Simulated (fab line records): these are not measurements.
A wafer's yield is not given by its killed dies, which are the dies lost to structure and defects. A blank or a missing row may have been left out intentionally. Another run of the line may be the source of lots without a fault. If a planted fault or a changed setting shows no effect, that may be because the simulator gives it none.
Split-lot trial / flow n5-finfet / 7 lots, 21 wafers read, on a route of 1938 steps

== SPLIT DETAILS ==
At N5_BEOL_M0_SAQP_COAT_69 (time 60 s, resist thk 90 nm), the setting spin-rpm was moved away from the recipe's 1500 rpm on 10 of the 21 wafers read, by -11.0% to +6.1%. This setting was run at the recipe's value on the other wafers.

== FROM THE SPLIT TO THE READING: what the file shows between them, 9 steps ==
- N5_BEOL_M0_SAQP_EXPOSE_37: exposes mask M0 CUT1, target cd 30 nm (also split here: dose-mj)
- N5_BEOL_M0_SAQP_PEB_38: peb time 60 s
- N5_BEOL_M0_SAQP_DEVELOP_39: develop time 30 s
- N5_BEOL_M0_SAQP_CD_MEAS_40: target cd 30 nm
- N5_BEOL_M0_SAQP_DESCUM_45: chemistry O2, time 7 s
- N5_BEOL_M0_SAQP_ETCH_88: etches underlayer in N2/H2, target depth 6.5 nm, time 5.2 s
- N5_BEOL_M0_SAQP_ETCH_73: etches SiARC in CF4, target depth 19.5 nm, time 32.5 s
- N5_BEOL_M0_CUTY_DESCUM_61: chemistry O2, time 7.9 s
- N5_BEOL_M0_CUTY_ETCH_62: etches SiARC in CF4, time 58.5 s

== THE READING ==
etch.depth-nm (the simulator's own value, which no gauge read), in nm, at N5_BEOL_M0_CUTY_ETCH_63 (etches SOC in N2/H2, target depth 82.7 nm, overetch 16.5 nm, time 124 s). The file gives no usual value for it. The 11 wafers here that ran the recipe average 70.82 nm, standard deviation 0.28 nm.

wafer=L074.3; tool, chamber at the split=litho-track-02, 0; spin-rpm as run, rpm=1425; against the recipe=-5.0%; etch.depth-nm, nm=72.37; against lot-mates on the recipe=+1.59
wafer=L074.4; tool, chamber at the split=litho-track-02, 0; spin-rpm as run, rpm=1425; against the recipe=-5.0%; etch.depth-nm, nm=72.32; against lot-mates on the recipe=+1.54
wafer=L074.5; tool, chamber at the split=litho-track-02, 0; spin-rpm as run, rpm=1500; against the recipe=recipe; etch.depth-nm, nm=70.78; against lot-mates on the recipe=-
wafer=L080.1; tool, chamber at the split=litho-track-04, 0; spin-rpm as run, rpm=1591; against the recipe=+6.1%; etch.depth-nm, nm=67.66; against lot-mates on the recipe=no lot-mate on the recipe
wafer=L080.2; tool, chamber at the split=litho-track-04, 0; spin-rpm as run, rpm=1591; against the recipe=+6.1%; etch.depth-nm, nm=67.81; against lot-mates on the recipe=no lot-mate on the recipe
wafer=L080.3; tool, chamber at the split=litho-track-04, 0; spin-rpm as run, rpm=1591; against the recipe=+6.1%; etch.depth-nm, nm=68.04; against lot-mates on the recipe=no lot-mate on the recipe
wafer=L083.1; tool, chamber at the split=litho-track-04, 0; spin-rpm as run, rpm=1500; against the recipe=recipe; etch.depth-nm, nm=70.65; against lot-mates on the recipe=-
wafer=L083.4; tool, chamber at the split=litho-track-04, 0; spin-rpm as run, rpm=1500; against the recipe=recipe; etch.depth-nm, nm=70.74; against lot-mates on the recipe=-
wafer=L083.6; tool, chamber at the split=litho-track-04, 0; spin-rpm as run, rpm=1500; against the recipe=recipe; etch.depth-nm, nm=70.55; against lot-mates on the recipe=-
wafer=L087.2; tool, chamber at the split=litho-track-04, 0; spin-rpm as run, rpm=1500; against the recipe=recipe; etch.depth-nm, nm=71.34; against lot-mates on the recipe=-
wafer=L087.4; tool, chamber at the split=litho-track-04, 0; spin-rpm as run, rpm=1335; against the recipe=-11.0%; etch.depth-nm, nm=76.8; against lot-mates on the recipe=+5.82
wafer=L087.6; tool, chamber at the split=litho-track-04, 0; spin-rpm as run, rpm=1500; against the recipe=recipe; etch.depth-nm, nm=70.62; against lot-mates on the recipe=-
wafer=L090.3; tool, chamber at the split=litho-track-04, 0; spin-rpm as run, rpm=1500; against the recipe=recipe; etch.depth-nm, nm=71.19; against lot-mates on the recipe=-
wafer=L090.4; tool, chamber at the split=litho-track-04, 0; spin-rpm as run, rpm=1555; against the recipe=+3.7%; etch.depth-nm, nm=69.11; against lot-mates on the recipe=-2.08
wafer=L090.6; tool, chamber at the split=litho-track-04, 0; spin-rpm as run, rpm=1555; against the recipe=+3.7%; etch.depth-nm, nm=69.23; against lot-mates on the recipe=-1.96
wafer=L091.1; tool, chamber at the split=litho-track-02, 0; spin-rpm as run, rpm=1500; against the recipe=recipe; etch.depth-nm, nm=70.59; against lot-mates on the recipe=-
wafer=L091.5; tool, chamber at the split=litho-track-02, 0; spin-rpm as run, rpm=1500; against the recipe=recipe; etch.depth-nm, nm=71.28; against lot-mates on the recipe=-
wafer=L091.6; tool, chamber at the split=litho-track-02, 0; spin-rpm as run, rpm=1500; against the recipe=recipe; etch.depth-nm, nm=70.66; against lot-mates on the recipe=-
wafer=L094.1; tool, chamber at the split=litho-track-01, 0; spin-rpm as run, rpm=1548; against the recipe=+3.2%; etch.depth-nm, nm=69.37; against lot-mates on the recipe=-1.24
wafer=L094.3; tool, chamber at the split=litho-track-01, 0; spin-rpm as run, rpm=1548; against the recipe=+3.2%; etch.depth-nm, nm=69.41; against lot-mates on the recipe=-1.20
wafer=L094.4; tool, chamber at the split=litho-track-01, 0; spin-rpm as run, rpm=1500; against the recipe=recipe; etch.depth-nm, nm=70.61; against lot-mates on the recipe=-

FIT RESULTS
A straight line over all 21 wafers: etch.depth-nm changes by -0.475 nm for each +1% of spin-rpm; r = -0.98; the points scatter about the line by 0.4 nm.
The same after taking each lot's own level away (the mean of its wafers on the recipe; 18 wafers): -0.47 nm for each +1%; r = -0.97; scatter 0.4 nm.
According to that fit, moving spin-rpm by its largest amount changes the reading by 5.2 nm.
Measured against the standard deviation above, the lots' own levels, which go from 70.610 to 71.190 nm, span 2.0 times it.
The two slopes agree, so the slope changes little with the lot-to-lot level.
Check: for one of the wafers moved furthest among these (-11.0%), held out of the fit, the line's prediction against its lot-mates is +4.16 nm. It came out at +5.82 nm against them.

== OTHER SPLITS APPLIED TO THESE WAFERS ==
Note: prior to the reading, these wafers also went through further splits. Each is held against what the fit with the lots' levels taken away leaves over:
other split on the same wafers=N5_MOL_CONTACT_COAG_CVD_140 target-thk-a; wafers away from the commonest value=10; r with etch.depth-nm (lot level and that fit taken away)=+0.43
other split on the same wafers=N5_BEOL_M0_SAQP_PECVD_03 time-s; wafers away from the commonest value=5; r with etch.depth-nm (lot level and that fit taken away)=-0.08
other split on the same wafers=N5_BEOL_M0_SAQP_EXPOSE_37 dose-mj; wafers away from the commonest value=6; r with etch.depth-nm (lot level and that fit taken away)=+0.43

== THE WHOLE CHAIN: every reading that the file lists as answering this split, in the file's order ==
step=N5_BEOL_M0_SAQP_COAT_69; what it does=time 60 s, resist thk 90 nm; reading=SOC_of_BEOL_M0_SAQP_COAT_69.thk-nm (the simulator's own value, which no gauge read); change (the file's fit)=-0.494 nm for each +1% of the setting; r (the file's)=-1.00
step=N5_BEOL_M0_CUTY_ETCH_63; what it does=etches SOC in N2/H2, target depth 82.7 nm, overetch 16.5 nm, time 124 s; reading=etch.depth-nm (the simulator's own value, which no gauge read); change (the file's fit)=-0.49 nm for each +1% of the setting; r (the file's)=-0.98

== FILE'S OWN FIT ==
etch.depth-nm changes by -0.49 nm for each +1% of spin-rpm, r = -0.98.
